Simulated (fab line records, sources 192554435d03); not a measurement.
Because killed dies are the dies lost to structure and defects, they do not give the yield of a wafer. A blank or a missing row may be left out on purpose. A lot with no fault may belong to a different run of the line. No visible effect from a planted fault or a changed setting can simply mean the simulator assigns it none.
Chamber matching / flow n5 finfet / N5_BEOL_M14_ETCH_59 on rie diel-04: 4 sister chambers
The step etches BARC in N2/H2, target depth 89 nm, overetch 26.7 nm, time 67.9 s. 4 wafers are shown with their chamber, then 7 later ones without.

## EACH WAFER AND ITS CHAMBER
wafer=L527.1; chamber=3; showerhead plenum p Torr (Torr)=2.67
wafer=L531.6; chamber=1; showerhead plenum p Torr (Torr)=2.48
wafer=L536.1; chamber=2; showerhead plenum p Torr (Torr)=2.44
wafer=L536.3; chamber=0; showerhead plenum p Torr (Torr)=2.47

## WAFERS WITH NO CHAMBER GIVEN
wafer=L536.4; showerhead plenum p Torr (Torr)=2.66
wafer=L534.1; showerhead plenum p Torr (Torr)=2.44
wafer=L534.4; showerhead plenum p Torr (Torr)=2.47
wafer=L534.5; showerhead plenum p Torr (Torr)=2.66
wafer=L537.2; showerhead plenum p Torr (Torr)=2.47
wafer=L537.3; showerhead plenum p Torr (Torr)=2.44
wafer=L537.6; showerhead plenum p Torr (Torr)=2.66

## CHAMBER TAKEN BY EACH
wafer=L536.4; from the rows above=3; in truth=3
wafer=L534.1; from the rows above=2; in truth=2
wafer=L534.4; from the rows above=can't be placed: 0 or 1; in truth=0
wafer=L534.5; from the rows above=3; in truth=3
wafer=L537.2; from the rows above=can't be placed: 0 or 1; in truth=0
wafer=L537.3; from the rows above=2; in truth=2
wafer=L537.6; from the rows above=3; in truth=3
5 of 7 placed correctly. Can't be placed from these rows: 2 (the true chamber is among the candidates in 2). 0 placed wrongly.
How it was worked out, from the rows above alone: a wafer's distance from a chamber is the root of the sum, over the readings, of the square of ((its reading less the chamber's mean) divided by the reading's scatter). The wafer belongs to the nearest chamber; if the next one is less than 2 further off, it can't be placed. A chamber's mean is the mean of its shown wafers. The scatter: with one shown wafer a chamber, the root of the mean of the squares of how far each hidden wafer lies from its nearest shown one.
